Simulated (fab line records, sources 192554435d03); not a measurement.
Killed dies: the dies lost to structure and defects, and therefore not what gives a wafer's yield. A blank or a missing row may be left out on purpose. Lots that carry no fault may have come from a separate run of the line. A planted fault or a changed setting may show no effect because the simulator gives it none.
One fault through the eyes of 3 desks | flow n5_finfet | numbers are kept per desk, each desk with only its own; the story behind them comes last

== AT THE METROLOGY DESK ==
Lot by lot, what the gauges showed, no matter which tool ran the lot: averages of those sampled wafers that carry a number. A lot is out of limits, marked OUT, if its mean lies more than 4 standard deviations from the usual mean; the brackets give that distance. Only the readings that lie furthest out on some lot appear, 7 of the 14 it has.
Columns: A = M1_RS at N5_BEOL_M1_RS_MEAS_58, usual 0.657 ohm/sq; B = M2_ILD_THK at N5_BEOL_M2_THK_MEAS_01, usual 78.7 nm; C = M2_OVL at N5_BEOL_M2_OVL_MEAS_12, usual 0.1 nm; D = DIBL_N at N5_BEOL_M4_RC_MEAS_101, usual 36.4 mV/V; E = IOFF_N at N5_BEOL_M4_RC_MEAS_101, usual 0.156 nA/um; F = ION_N at N5_BEOL_M4_RC_MEAS_101, usual 675 uA/um; G = VT_N at N5_BEOL_M4_RC_MEAS_101, usual 250 mV
lot  | first seen here | A     | B    | C    | D    | E     | F   | G
L362 | day 7 15:41     | 0.637 | 79.3 | -0.8 | 35.3 | 0.170 | 681 | 246
L366 | day 8 21:29     | 0.638 | 79.6 | -0.4 | 35.5 | 0.132 | 667 | 256
L369 | day 9 13:49     | 0.612 | 78.5 | -0.5 | 36.2 | 0.143 | 662 | 254
L370 | day 9 16:05     | 0.633 | 78.4 | 0.1  | 39.1 | 0.158 | 667 | 251
L368 | day 9 21:14     | 0.697 | 78.1 | 0.6  | 36.0 | 0.137 | 664 | 254
L377 | day 12 02:19    | 0.686 | 78.6 | -0.6 | 34.9 | 0.139 | 672 | 251
L380 | day 12 10:44    | 0.645 | 77.6 | 1.1  | 34.7 | 0.127 | 658 | 254
Finding of this desk: none of the 7 lots has anything out of limits.

== TOOL OWNER'S DESK, litho_track-05 ==
The tool's own readings at N5_BEOL_M2_COAT_05 (resist thk 30 nm): means of the sampled wafers that have a number, for each lot that ran on this tool. A lot is out of limits, marked OUT, if its mean lies more than 4 standard deviations from the usual mean; the brackets give that distance.
Columns: A = spin_speed_rpm at N5_BEOL_M2_COAT_05, usual 1499.9 rpm
lot  | first seen here | A
L366 | day 8 23:47     | 1498.9
L369 | day 9 16:27     | 1447.6 (-58) OUT
L370 | day 9 17:02     | 1445.6 (-60) OUT
L368 | day 9 21:55     | 1445.7 (-60) OUT
This desk's verdict: out of limits on L368, L369, L370, starting with L369 at day 9 16:27 (spin_speed_rpm at N5_BEOL_M2_COAT_05). L366: within limits.

== THE DEFECT DESK ==
For each lot, the counts of the inspections along the route, averaged over the sampled wafers that have a number. A lot is out of limits, marked OUT, if its mean lies more than 4 standard deviations from the usual mean; the brackets give that distance.
Columns: A = raw_defect_count at N5_BEOL_M1_INSPECT_59, usual 65; B = raw_defect_count at N5_BEOL_M2_INSPECT_13, usual 380
lot  | first seen here | A  | B
L362 | day 7 15:43     | 77 | 284
L366 | day 8 21:31     | 55 | 262
L369 | day 9 13:50     | 54 | 416
L370 | day 9 16:07     | 59 | 311
L368 | day 9 21:16     | 60 | 447
L377 | day 12 02:20    | 89 | 721
L380 | day 12 10:46    | 67 | 411
Finding of this desk: none of the 7 lots has anything out of limits.

== PUT TOGETHER ==
At day 9 16:27, on L368, L369, L370, the tool owner's desk was in a position to raise an alarm.
The metrology desk saw nothing out of limits.
Nothing out of limits was seen by the defect desk.
The metrology desk holds a record of L368, L369, L370, inside its limits.
The defect desk has L368, L369, L370 on record, within its limits.
Every lot named ran N5_BEOL_M2_COAT_05 on litho_track-05.

== WHAT THE SIMULATOR PUT IN ==
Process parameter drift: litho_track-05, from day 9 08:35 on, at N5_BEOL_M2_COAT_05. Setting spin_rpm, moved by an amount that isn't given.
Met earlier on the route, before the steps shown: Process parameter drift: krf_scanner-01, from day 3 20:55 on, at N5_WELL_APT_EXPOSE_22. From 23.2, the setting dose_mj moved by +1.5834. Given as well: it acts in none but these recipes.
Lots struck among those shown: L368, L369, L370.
Hours from the fault's start to each desk's first reading out of limits: the tool owner's desk, 8.
